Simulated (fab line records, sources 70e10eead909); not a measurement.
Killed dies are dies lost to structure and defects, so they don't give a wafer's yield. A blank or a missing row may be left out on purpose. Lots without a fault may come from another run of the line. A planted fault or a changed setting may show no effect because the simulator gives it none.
Which tool did it? | flow nand_harc | 15 lots, 42 wafers sampled, at 5 steps of a route of 1159

WHAT THE GAUGES READ, wafer by wafer
NHARC_END_SORT_01. Usual: killed_at_array 21, standard deviation 8.9; killed_at_other 0.8, standard deviation 1.3; killed_at_periphery 3.6, standard deviation 2.4; killed_dies 26, standard deviation 8.9; killed_open 3.1, standard deviation 1.8; killed_short 1.9, standard deviation 1.3.
lot  | measured     | on        | killed_at_array | killed_at_other | killed_at_periphery | killed_dies | killed_open | killed_short | flag
L386 | day 20 17:50 | prober-02 | 13 16 13        | 2 2 0           | 6 8 4               | 21 26 17    | 3 4 2       | 0 3 1        |

WHICH TOOL RAN EACH LOT (tool, then ch and the chambers of the sampled wafers, then the start)
lot  | NHARC_A_CONTACT_ETCH_132             | NHARC_A_CONTACT_ETCH_133             | NHARC_A_CONTACT_SOFTBAKE_03       | NHARC_A_CONTACT_ETCH_88
L388 | har_cap_etch-03 ch 0,1, day 17 01:35 | har_cap_etch-03 ch 0,1, day 17 01:45 | litho_track-06 ch 0, day 17 05:00 | rie_diel-06 ch 0,3, day 17 06:02
L387 | har_cap_etch-02 ch 0,1, day 17 02:55 | har_cap_etch-02 ch 0,1, day 17 03:04 | litho_track-04 ch 0, day 17 08:00 | rie_diel-03 ch 1,2, day 17 08:41
L389 | har_cap_etch-01 ch 0,1, day 17 04:49 | har_cap_etch-01 ch 0,1, day 17 04:58 | litho_track-04 ch 0, day 17 09:00 | rie_diel-06 ch 1,2,3, day 17 10:10
L392 | har_cap_etch-01 ch 0,1, day 17 16:16 | har_cap_etch-01 ch 0,1, day 17 16:25 | litho_track-01 ch 0, day 17 19:00 | rie_diel-07 ch 0,2, day 17 20:19
L390 | har_cap_etch-01 ch 0, day 17 21:19   | har_cap_etch-01 ch 0, day 17 21:30   | litho_track-06 ch 0, day 18 01:00 | rie_diel-03 ch 0,1,2, day 18 02:08
L391 | har_cap_etch-02 ch 0,1, day 18 01:22 | har_cap_etch-02 ch 0,1, day 18 01:32 | litho_track-06 ch 0, day 18 07:00 | rie_diel-07 ch 0,1, day 18 07:59
L386 | har_cap_etch-02 ch 0,1, day 18 05:35 | har_cap_etch-02 ch 0,1, day 18 05:45 | litho_track-04 ch 0, day 18 12:00 | rie_diel-03 ch 1,2,3, day 18 12:49
L393 | har_cap_etch-01 ch 0,1, day 18 12:05 | har_cap_etch-01 ch 0,1, day 18 12:13 | litho_track-06 ch 0, day 18 16:00 | rie_diel-07 ch 0,1, day 18 17:11
L397 | har_cap_etch-01 ch 0,1, day 19 05:52 | har_cap_etch-01 ch 0,1, day 19 06:01 | litho_track-04 ch 0, day 19 09:00 | rie_diel-07 ch 0,1,2, day 19 10:15
L396 | har_cap_etch-02 ch 0,1, day 19 12:07 | har_cap_etch-02 ch 0,1, day 19 12:22 | litho_track-04 ch 0, day 19 17:00 | rie_diel-06 ch 0,1,3, day 19 17:52
L400 | har_cap_etch-01 ch 0,1, day 19 14:52 | har_cap_etch-01 ch 0,1, day 19 15:00 | litho_track-01 ch 0, day 19 18:00 | rie_diel-07 ch 0,1, day 19 19:03
L399 | har_cap_etch-02 ch 0,1, day 19 16:35 | har_cap_etch-02 ch 0,1, day 19 16:49 | litho_track-01 ch 0, day 19 21:00 | rie_diel-07 ch 0,1, day 19 22:24
L403 | har_cap_etch-03 ch 0,1, day 21 09:47 | har_cap_etch-03 ch 0,1, day 21 10:04 | litho_track-01 ch 0, day 21 13:00 | rie_diel-07 ch 2, day 21 13:58
L404 | har_cap_etch-02 ch 1, day 21 11:00   | har_cap_etch-02 ch 1, day 21 11:13   | litho_track-01 ch 0, day 21 14:00 | rie_diel-06 ch 1,3, day 21 15:20
L408 | har_cap_etch-01 ch 1, day 22 06:20   | har_cap_etch-01 ch 1, day 22 06:32   | litho_track-01 ch 0, day 22 10:00 | rie_diel-07 ch 0,3, day 22 10:48
- NHARC_A_CONTACT_ETCH_132: etches the open film in C4F8/O2/Ar, time 156 s, target depth 958 nm.
- NHARC_A_CONTACT_ETCH_133: etches the open film in C4F8/O2/Ar, time 195 s, target depth 840 nm.
- NHARC_A_CONTACT_SOFTBAKE_03: time 55 s.
- NHARC_A_CONTACT_ETCH_88: etches the open film in CF4, target depth 39 nm, time 65 s.

WHAT THE TOOLS THEMSELVES READ (means of the sampled wafers that have a number; where no wafer has one, the mark that the record gives instead)
NHARC_A_CONTACT_SOFTBAKE_03. Usual: heater_power_total_W 188.44 W, standard deviation 0.14.
lot  | tool           | heater_power_total_W (W) | flag
L388 | litho_track-06 | 188.52                   |
L387 | litho_track-04 | 188.41                   |
L389 | litho_track-04 | 188.52                   |
L392 | litho_track-01 | 188.35                   |
L390 | litho_track-06 | 188.34                   |
L391 | litho_track-06 | 188.49                   |
L386 | litho_track-04 | 188.36                   |
L393 | litho_track-06 | 188.46                   |
L397 | litho_track-04 | 188.30                   |
L396 | litho_track-04 | 188.47                   |
L400 | litho_track-01 | 188.36                   |
L399 | litho_track-01 | 188.45                   |
L403 | litho_track-01 | 205.70                   | OFF
L404 | litho_track-01 | 205.45                   | OFF
L408 | litho_track-01 | 205.40                   | OFF

NHARC_A_CONTACT_ETCH_88. Usual: drypump_motor_current_A 5.5 A, standard deviation 0.37; oes_product_au 1.000 a.u., standard deviation 0.011; rf_vpp_V 151.6 V, standard deviation 1.2; showerhead_plenum_p_Torr 1.80 Torr, standard deviation 0.071; throttle_valve_pct 13.282 %, standard deviation 0.0093.
lot  | tool        | drypump_motor_current_A (A) | oes_product_au (a.u.) | rf_vpp_V (V) | showerhead_plenum_p_Torr (Torr) | throttle_valve_pct (%) | flag
L388 | rie_diel-06 | 5.8                         | 1.000                 | 150.3        | 1.67                            | 13.290                 |
L387 | rie_diel-03 | 5.2                         | 1.007                 | 152.3        | 1.81                            | 13.280                 |
L389 | rie_diel-06 | 5.6                         | 0.998                 | 151.4        | 1.76                            | 13.275                 |
L392 | rie_diel-07 | 5.3                         | 1.003                 | 152.2        | 1.80                            | 13.282                 |
L390 | rie_diel-03 | 5.5                         | 1.003                 | 151.6        | 1.78                            | 13.285                 |
L391 | rie_diel-07 | 5.4                         | 1.007                 | 152.5        | 1.84                            | 13.282                 |
L386 | rie_diel-03 | 5.5                         | 1.001                 | 152.3        | 1.84                            | 13.282                 |
L393 | rie_diel-07 | 5.4                         | 1.004                 | 152.8        | 1.84                            | 13.282                 |
L397 | rie_diel-07 | 5.3                         | 1.004                 | 151.9        | 1.82                            | 13.280                 |
L396 | rie_diel-06 | 5.6                         | 0.989                 | 150.3        | 1.68                            | 13.286                 |
L400 | rie_diel-07 | 5.3                         | 1.008                 | 151.9        | 1.84                            | 13.279                 |
L399 | rie_diel-07 | 5.4                         | 1.014                 | 151.6        | 1.84                            | 13.283                 |
L403 | rie_diel-07 | 5.5                         | 0.993                 | 151.6        | 1.80                            | 13.285                 |
L404 | rie_diel-06 | 5.5                         | 0.992                 | 150.7        | 1.68                            | 13.272                 |
L408 | rie_diel-07 | 5.3                         | 1.000                 | 152.8        | 1.83                            | 13.294                 |

THE ANSWER, worked out from the rows above alone
Rule: a lot is off if the mean of its wafers that have a number lies more than 3 standard deviations from the usual mean. A lot without any number at a reading at which 4 lots or more have one is off too. The other lots that the step has rows for count as sound. The gauges are gone through in route order, then the tools' own readings, and for those a lot's mean is taken as printed above. The first step at which some lot is off is used, and at that step the reading that is off furthest; a lot without a number counts as furthest.
Off: L403, L404, L408, at NHARC_A_CONTACT_SOFTBAKE_03 (heater_power_total_W).
A tool fits if, at that step or a process step before it, it ran every lot that is off, and no sound lot after the first of them. One fits: litho_track-01 at NHARC_A_CONTACT_SOFTBAKE_03. Its last sound lot is L399 (day 19 21:00), its first lot that is off L403 (day 21 13:00): a fault that began between those two fits.
The tool's own readings at NHARC_A_CONTACT_SOFTBAKE_03 bear it out: on the lots that are off they differ by more than 5 times the standard deviation of the sound lots' means. heater_power_total_W reads 205.52 W there against 188.42 W on the sound lots.

WHAT THE SIMULATOR HAD PUT IN
Process parameter drift: litho_track-01, from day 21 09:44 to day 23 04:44, at NHARC_A_CONTACT_SOFTBAKE_03. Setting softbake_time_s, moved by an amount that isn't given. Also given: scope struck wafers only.
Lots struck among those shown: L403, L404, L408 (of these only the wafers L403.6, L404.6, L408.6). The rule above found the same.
